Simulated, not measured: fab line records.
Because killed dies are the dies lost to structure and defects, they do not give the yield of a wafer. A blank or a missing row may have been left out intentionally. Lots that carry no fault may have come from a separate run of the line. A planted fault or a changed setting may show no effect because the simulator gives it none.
Problem report, 8D (eight disciplines) form, completed by code | flow nand harc | the parts of the form that need people (team, actions taken, sign-off) are left out

== 1. WHAT IS WRONG ==
Mean of raw defect count at NHARC_P_GATE_INSPECT_68: 1445 across 3 wafers in 2 lots; on wafers with no fault it is 182 (standard deviation 59). That puts it +21 standard deviations away from the usual mean.
First observed at day 7 08:19: wafer L314.1, on defect inspect-02. Wafers with a number at this step in the record: 39, from 13 lots. By rule, "out" or "out of limits" means more than 4 standard deviations away from the usual mean. Any other wafer with a number is counted as sound.

== 2. WHAT IT IS AND WHAT IT IS NOT ==
question                    | is                     | is not
which readings at this step | raw defect count       | -
which lots                  | L312, L314             | L306, L307, L309, L311, L313, L315, L322, L324, L326, L328, L329
which wafers of those lots  | L312.3, L314.1, L314.5 | L312.1, L312.4, L314.3
read on which gauges        | defect inspect-02      | defect inspect-01
when                        | from day 7 08:19       | up to then (13 sound wafers); but 23 sound wafers of L312, L313, L315, L322, L324, L326, L328, L329 came after

== 3. THE SUSPECTS, EACH WITH WHAT RULES IT OUT ==
Counting: a tool at a process step up to the reading stays a suspect if it ran every lot that is out. Sound lots after the first of them don't rule it out here, since some wafers of a struck lot are sound.
- ruled out: the gauge at NHARC_P_GATE_INSPECT_68. All the wafers that are out were read on defect inspect-02, but those of them that NHARC_END_SORT_01 has rows for are out there too, on other tools.
- plasma asher-02 at NHARC_P_GATE_STRIP_76 (strips in O2): kept. Every lot that is out went through it, the first being L314 (day 7 04:13); the last sound lot it ran before that was L311 (day 6 09:35).
- pvd sputter-02 at NHARC_P_GATE_DEGAS_109 (time 60 s): kept. Every lot that is out went through it, the first being L314 (day 7 07:13); the last sound lot it ran before that was L311 (day 6 12:40).
- pvd sputter-02 at NHARC_P_GATE_SPUTTER_79 (material TiN, target thk 10 nm): kept. Every lot that is out went through it, the first being L314 (day 7 07:23); the last sound lot it ran before that was L311 (day 6 12:49).
Still standing after the count: plasma asher-02 at NHARC_P_GATE_STRIP_76, pvd sputter-02 at NHARC_P_GATE_DEGAS_109, pvd sputter-02 at NHARC_P_GATE_SPUTTER_79.

== 4. THE CAUSE (what the simulator had put in) ==
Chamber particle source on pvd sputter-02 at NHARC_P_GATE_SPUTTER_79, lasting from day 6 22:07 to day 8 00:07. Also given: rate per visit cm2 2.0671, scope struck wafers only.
Of the 3 suspects that counting leaves, this tool is one.

== 5. SEQUENCE OF EFFECTS, ordered by route ==
One row per reading whose mean, taken over the struck wafers that have a number, lies over 3 standard deviations from the usual. Scope: only readings with a usual standard deviation given in the record; hours: median across lots of the time from each lot's start at the first step in this table that gives one to its start at this step; sigmas: change in usual standard deviations.
hours | step                    | reading             | usual | on struck wafers | change | sigmas
0     | NHARC_P_GATE_INSPECT_68 | raw defect count    | 182   | 1445             | +1263  | +21
335   | NHARC_END_SORT_01       | killed at periphery | 3.3   | 106.0            | +102.7 | +45
335   | NHARC_END_SORT_01       | killed dies         | 29    | 127              | +98    | +10

== 6. HOW IT WOULD HAVE BEEN CAUGHT EARLIER ==
10 hours passed between the start of the fault at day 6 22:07 and the first reading out of limits at a measuring or inspecting step in this record, taken at day 7 08:19.
The start of NHARC_P_GATE_SPUTTER_79 on pvd sputter-02 came by day 7 08:19 for every one of the lots that are out (2). Tool hold at that time: it would have spared none of them.
